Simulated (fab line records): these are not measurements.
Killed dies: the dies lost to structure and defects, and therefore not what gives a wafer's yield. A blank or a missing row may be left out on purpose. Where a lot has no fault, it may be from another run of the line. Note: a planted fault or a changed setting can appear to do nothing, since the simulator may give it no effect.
Which tool did it?	flow nand-harc	24 lots with 72 wafers sampled at 5 steps, on a route of 1159 steps

== WHAT THE GAUGES SHOWED, per wafer ==
NHARC_A_M0_THK_MEAS_24: measures by xrf. Usual: thk-nm 113.9 nm, standard deviation 1.3.
lot	measured	on	thk-nm (nm)	flag
L074	day 17 05:16	film-metro-02	113.6 114.5 114.6	
L075	day 17 20:42	film-metro-01	114.7 111.9 114.3	
L076	day 17 21:10	film-metro-02	111.4 112.3 111.8	
L077	day 18 02:24	film-metro-01	112.0 114.2 113.9	
L080	day 18 07:03	film-metro-01	115.3 115.3 116.3	
L079	day 18 07:16	film-metro-02	114.9 114.0 114.3	
L078	day 18 11:36	film-metro-01	113.5 113.8 115.5	
L081	day 19 07:20	film-metro-01	112.9 113.7 114.1	
L082	day 19 14:10	film-metro-02	115.2 111.7 113.9	
L083	day 19 16:55	film-metro-02	114.7 111.8 114.0	
L084	day 20 01:58	film-metro-02	113.3 113.9 115.2	
L086	day 20 08:02	film-metro-01	115.9 113.1 115.4	
L087	day 20 08:30	film-metro-01	112.8 118.3 114.1	
L088	day 20 13:48	film-metro-02	113.0 112.0 113.2	
L085	day 20 14:07	film-metro-01	113.6 114.9 116.3	
L089	day 21 17:05	film-metro-01	114.3 113.2 114.4	
L090	day 21 19:57	film-metro-01	115.0 113.4 115.3	
L091	day 22 01:14	film-metro-01	113.9 115.8 114.1	
L092	day 22 03:47	film-metro-01	112.9 114.4 114.8	
L094	day 22 20:57	film-metro-02	114.1 115.4 115.0	
L095	day 23 01:55	film-metro-01	112.0 110.8 110.7	
L093	day 23 09:19	film-metro-01	114.9 112.1 113.4	
L096	day 23 11:19	film-metro-01	114.7 113.6 114.0	
L097	day 23 15:46	film-metro-02	113.3 112.1 113.1	

== TOOL THAT RAN EACH LOT (tool first, then ch and the chambers of the sampled wafers, then the start) ==
lot	NHARC_A_CONTACT_ETCH_89	NHARC_A_CONTACT_ALD_18	NHARC_A_BLC_STRIP_29	NHARC_A_M0_ANNEAL_30
L074	rie-diel-10 ch 0,1, day 16 18:58 or earlier	ald-metal-02 ch 1,2,3, day 16 18:58	rie-diel-01 ch 0,1,3, day 16 23:50	rtp-anneal-01 ch 0, day 17 04:46
L075	rie-diel-10 ch 1,2, day 17 08:20 or earlier	ald-metal-03 ch 2,3, day 17 08:20	rie-diel-12 ch 0,1,3, day 17 14:44	rtp-anneal-01 ch 0, day 17 20:05
L076	rie-diel-07 ch 0,1,2, day 17 09:31 or earlier	ald-metal-04 ch 1,2,3, day 17 09:31	rie-diel-02 ch 0,1,2, day 17 15:19	rtp-anneal-01 ch 0, day 17 20:29
L077	rie-diel-10 ch 0,1,3, day 17 15:25 or earlier	ald-metal-02 ch 0,3, day 17 15:25	rie-diel-01 ch 0,2,3, day 17 18:32	rtp-anneal-02 ch 0, day 18 01:44
L080	rie-diel-10 ch 1,2,3, day 17 20:01 or earlier	ald-metal-03 ch 1,2,3, day 17 20:01	rie-diel-12 ch 0,1,3, day 18 01:10	rtp-anneal-01 ch 0, day 18 06:26
L079	rie-diel-10 ch 0,1,2, day 17 20:31 or earlier	ald-metal-04 ch 2,3, day 17 20:31	rie-diel-01 ch 0,1, day 18 01:32	rtp-anneal-02 ch 0, day 18 06:35
L078	rie-diel-10 ch 0,1,2, day 17 22:55 or earlier	ald-metal-02 ch 0,1,3, day 17 22:55	rie-diel-01 ch 0,2,3, day 18 04:49	rtp-anneal-01 ch 0, day 18 10:59
L081	rie-diel-03 ch 0,1, day 18 18:46 or earlier	ald-metal-02 ch 0,1,2, day 18 18:46	rie-diel-12 ch 0,2,3, day 18 22:01	rtp-anneal-01 ch 0, day 19 06:44
L082	rie-diel-10 ch 1,2, day 19 05:33 or earlier	ald-metal-04 ch 0,1,2, day 19 05:33	rie-diel-01 ch 2,3, day 19 08:49	rtp-anneal-01 ch 0, day 19 13:30
L083	rie-diel-10 ch 1,2, day 19 08:25 or earlier	ald-metal-02 ch 0,1, day 19 08:25	rie-diel-12 ch 1,2,3, day 19 11:31	rtp-anneal-02 ch 0, day 19 16:15
L084	rie-diel-10 ch 1,2, day 19 13:46 or earlier	ald-metal-03 ch 0,1,2, day 19 13:46	rie-diel-12 ch 0,3, day 19 16:49	rtp-anneal-02 ch 0, day 20 01:23
L086	rie-diel-10 ch 0,1,3, day 19 19:16 or earlier	ald-metal-03 ch 0,1,3, day 19 19:16	rie-diel-01 ch 1,2,3, day 20 00:26	rtp-anneal-01 ch 0, day 20 07:23
L087	rie-diel-10 ch 1,2,3, day 19 21:31 or earlier	ald-metal-04 ch 2,3, day 19 21:31	rie-diel-12 ch 0,1,2, day 20 00:47	rtp-anneal-01 ch 0, day 20 07:50
L088	rie-diel-10 ch 0,1,2, day 20 01:25 or earlier	ald-metal-02 ch 0,2,3, day 20 01:25	rie-diel-02 ch 0,1, day 20 06:58	rtp-anneal-02 ch 0, day 20 13:11
L085	rie-diel-10 ch 2,3, day 20 02:32 or earlier	ald-metal-03 ch 0,3, day 20 02:32	rie-diel-01 ch 1,2, day 20 07:26	rtp-anneal-02 ch 0, day 20 13:26
L089	rie-diel-10 ch 1,2, day 20 22:14 or earlier	ald-metal-04 ch 1,2, day 20 22:14	rie-diel-02 ch 1,2, day 21 01:23	rtp-anneal-02 ch 0, day 21 16:26
L090	rie-diel-10 ch 0,1,3, day 20 23:20 or earlier	ald-metal-02 ch 0,1, day 20 23:20	rie-diel-12 ch 0,2,3, day 21 10:44	rtp-anneal-01 ch 0, day 21 19:17
L091	rie-diel-07 ch 2,3, day 21 08:02 or earlier	ald-metal-03 ch 1,2,3, day 21 08:02	rie-diel-01 ch 0,1,2, day 21 17:19	rtp-anneal-02 ch 0, day 22 00:44
L092	rie-diel-10 ch 0,1,2, day 21 09:41 or earlier	ald-metal-04 ch 2,3, day 21 09:41	rie-diel-12 ch 0,2, day 21 18:02	rtp-anneal-02 ch 0, day 22 03:11
L094	rie-diel-07 ch 0,2,3, day 22 11:53 or earlier	ald-metal-04 ch 1,2,3, day 22 11:53	rie-diel-12 ch 0,1,2, day 22 15:07	rtp-anneal-02 ch 0, day 22 20:20
L095	rie-diel-07 ch 0,1,2, day 22 15:07 or earlier	ald-metal-03 ch 0,2,3, day 22 15:07	rie-diel-12 ch 0,2,3, day 22 18:24	rtp-anneal-02 ch 0, day 23 01:14
L093	rie-diel-10 ch 0,1,2, day 22 21:02 or earlier	ald-metal-03 ch 1,2,3, day 22 21:02	rie-diel-12 ch 0,1,2, day 23 01:03	rtp-anneal-02 ch 0, day 23 08:40
L096	rie-diel-03 ch 0,2,3, day 22 23:23 or earlier	ald-metal-04 ch 1,2, day 22 23:23	rie-diel-12 ch 0,3, day 23 02:37	rtp-anneal-02 ch 0, day 23 10:43
L097	rie-diel-07 ch 0,2,3, day 23 03:35 or earlier	ald-metal-03 ch 0,1,2, day 23 03:35	rie-diel-12 ch 0,3, day 23 10:00	rtp-anneal-02 ch 0, day 23 15:07
- NHARC_A_CONTACT_ETCH_89: etches the open film in N2/H2, target depth 260 nm, time 475.3 s.
- NHARC_A_CONTACT_ALD_18: deposits TiN, target thk 3 nm, pulse time 1 s, ald cycles 150.
- NHARC_A_BLC_STRIP_29: strips in CF4.
- NHARC_A_M0_ANNEAL_30: time 90 s.

== AS READ BY THE TOOLS THEMSELVES (means over the sampled wafers that have a number; for cases with no such wafer, the mark the record gives instead) ==
NHARC_A_CONTACT_ETCH_89. Usual: drypump-motor-current-A 5.76 A, standard deviation 0.28; oes-product-au 1.002 a.u., standard deviation 0.0082; rf-vpp-V 431.7 V, standard deviation 2.4; showerhead-plenum-p-Torr 2.08 Torr, standard deviation 0.084; throttle-valve-pct 14.171 %, standard deviation 0.01.
lot	tool	drypump-motor-current-A (A)	oes-product-au (a.u.)	rf-vpp-V (V)	showerhead-plenum-p-Torr (Torr)	throttle-valve-pct (%)	flag
L074	rie-diel-10	5.41	1.002	433.6	2.12	14.180	
L075	rie-diel-10	5.77	1.007	431.5	2.05	14.169	
L076	rie-diel-07	5.98	1.001	429.2	2.01	14.183	
L077	rie-diel-10	5.61	1.000	433.3	2.12	14.168	
L080	rie-diel-10	5.85	1.000	432.5	2.10	14.177	
L079	rie-diel-10	5.63	1.007	431.3	2.09	14.173	
L078	rie-diel-10	5.66	1.002	431.5	2.09	14.174	
L081	rie-diel-03	5.68	1.004	432.6	2.13	14.163	
L082	rie-diel-10	5.90	1.005	431.1	2.07	14.170	
L083	rie-diel-10	5.77	1.003	430.1	2.05	14.178	
L084	rie-diel-10	5.92	1.011	430.6	2.07	14.170	
L086	rie-diel-10	5.62	0.994	433.5	2.11	14.177	
L087	rie-diel-10	5.87	1.004	431.7	2.10	14.169	
L088	rie-diel-10	5.66	0.997	431.1	2.09	14.188	
L085	rie-diel-10	5.98	1.004	432.6	2.12	14.163	
L089	rie-diel-10	5.77	1.009	429.5	2.05	14.169	
L090	rie-diel-10	5.61	0.996	432.6	2.11	14.172	
L091	rie-diel-07	5.79	1.003	430.3	2.02	14.170	
L092	rie-diel-10	5.67	1.015	431.7	2.09	14.173	
L094	rie-diel-07	5.98	0.992	430.6	2.05	14.165	
L095	rie-diel-07	5.97	1.001	429.7	1.99	14.170	
L093	rie-diel-10	5.67	1.001	431.8	2.09	14.177	
L096	rie-diel-03	5.76	1.011	431.3	2.06	14.169	
L097	rie-diel-07	6.02	0.992	431.1	2.05	14.177	

NHARC_A_CONTACT_ALD_18. Usual: heater-power-w 1080 W, standard deviation 120; precursor-pulse-height-rel 1.000, standard deviation 0.021.
lot	tool	heater-power-w (W)	precursor-pulse-height-rel	flag
L074	ald-metal-02	997	0.994	
L075	ald-metal-03	1048	1.006	
L076	ald-metal-04	1195	0.998	
L077	ald-metal-02	952	1.011	
L080	ald-metal-03	1084	1.017	
L079	ald-metal-04	1100	0.995	
L078	ald-metal-02	981	1.000	
L081	ald-metal-02	981	1.006	
L082	ald-metal-04	1193	1.018	
L083	ald-metal-02	968	0.991	
L084	ald-metal-03	1112	1.017	
L086	ald-metal-03	1046	1.018	
L087	ald-metal-04	1214	1.011	
L088	ald-metal-02	955	1.015	
L085	ald-metal-03	978	0.996	
L089	ald-metal-04	1287	1.006	
L090	ald-metal-02	1019	0.998	
L091	ald-metal-03	1080	0.969	
L092	ald-metal-04	1188	0.987	
L094	ald-metal-04	1193	1.017	
L095	ald-metal-03	1032	0.982	
L093	ald-metal-03	1072	0.999	
L096	ald-metal-04	1281	0.994	
L097	ald-metal-03	1082	0.996	

NHARC_A_BLC_STRIP_29. Usual: cf4-flow-sccm 150.0 sccm, standard deviation 0.47; drypump-motor-current-A 5.6 A, standard deviation 0.43; oes-product-au 1.002 a.u., standard deviation 0.0076; rf-vpp-V 59.4 V, standard deviation 0.93; showerhead-plenum-p-Torr 1.77 Torr, standard deviation 0.072; throttle-valve-pct 13.284 %, standard deviation 0.0089.
lot	tool	cf4-flow-sccm (sccm)	drypump-motor-current-A (A)	oes-product-au (a.u.)	rf-vpp-V (V)	showerhead-plenum-p-Torr (Torr)	throttle-valve-pct (%)	flag
L074	rie-diel-01	150.2	5.7	0.998	59.9	1.77	13.285	
L075	rie-diel-12	149.8	5.4	1.015	60.1	1.81	13.281	
L076	rie-diel-02	149.8	5.6	1.000	58.7	1.68	13.277	
L077	rie-diel-01	150.1	5.7	0.997	59.7	1.76	13.285	
L080	rie-diel-12	149.9	5.4	1.004	59.2	1.81	13.295	
L079	rie-diel-01	149.9	5.7	0.998	59.3	1.80	13.278	
L078	rie-diel-01	149.5	5.7	1.003	58.8	1.76	13.280	
L081	rie-diel-12	149.9	5.5	1.003	59.3	1.76	13.283	
L082	rie-diel-01	149.8	5.8	0.995	59.0	1.74	13.281	
L083	rie-diel-12	149.6	5.5	1.008	59.0	1.77	13.278	
L084	rie-diel-12	149.9	5.1	1.009	59.8	1.78	13.287	
L086	rie-diel-01	149.6	6.0	1.002	60.5	1.81	13.284	
L087	rie-diel-12	149.7	5.8	1.005	59.0	1.78	13.283	
L088	rie-diel-02	149.9	5.7	1.007	58.6	1.69	13.287	
L085	rie-diel-01	149.9	6.1	0.992	59.7	1.87	13.291	
L089	rie-diel-02	149.8	5.4	1.006	57.8	1.65	13.284	
L090	rie-diel-12	150.2	5.5	1.000	58.7	1.76	13.290	
L091	rie-diel-01	150.0	5.9	0.998	58.8	1.83	13.285	
L092	rie-diel-12	149.8	6.0	0.996	59.0	1.74	13.277	
L094	rie-diel-12	149.8	5.8	1.005	59.6	1.78	13.288	
L095	rie-diel-12	149.3	5.5	1.010	59.3	1.76	13.281	
L093	rie-diel-12	150.1	5.8	1.009	59.6	1.78	13.294	
L096	rie-diel-12	150.1	5.1	1.009	59.6	1.78	13.280	
L097	rie-diel-12	150.0	5.1	0.998	58.7	1.78	13.294	

NHARC_A_M0_ANNEAL_30. Usual: wafer_temp_C_max 226.04, standard deviation 0.23.
lot	tool	wafer_temp_C_max	flag
L074	rtp-anneal-01	225.72	
L075	rtp-anneal-01	225.99	
L076	rtp-anneal-01	226.05	
L077	rtp-anneal-02	226.16	
L080	rtp-anneal-01	225.94	
L079	rtp-anneal-02	226.09	
L078	rtp-anneal-01	226.11	
L081	rtp-anneal-01	226.10	
L082	rtp-anneal-01	225.93	
L083	rtp-anneal-02	226.07	
L084	rtp-anneal-02	226.18	
L086	rtp-anneal-01	226.14	
L087	rtp-anneal-01	226.04	
L088	rtp-anneal-02	226.04	
L085	rtp-anneal-02	226.24	
L089	rtp-anneal-02	225.65	
L090	rtp-anneal-01	226.11	
L091	rtp-anneal-02	226.01	
L092	rtp-anneal-02	225.82	
L094	rtp-anneal-02	226.00	
L095	rtp-anneal-02	225.94	
L093	rtp-anneal-02	226.18	
L096	rtp-anneal-02	225.84	
L097	rtp-anneal-02	225.68	

== THE ANSWER, worked out from the rows above alone ==
Rule: take the mean of a lot's wafers that have a number; if it is more than 3 standard deviations from the usual mean, the lot is off. A lot without any number at a reading at which 4 lots or more have one is off too. Any other lot the step has rows for is counted as sound. The gauges are gone through in route order, then the tools' own readings, and for those a lot's mean is taken as printed above. At the first step where some lot is off, the reading lying furthest off is the one used; lots without a number count as furthest.
No lot is off at any reading shown: from this, nothing can be told.

== WHAT THE SIMULATOR HAD INSERTED ==
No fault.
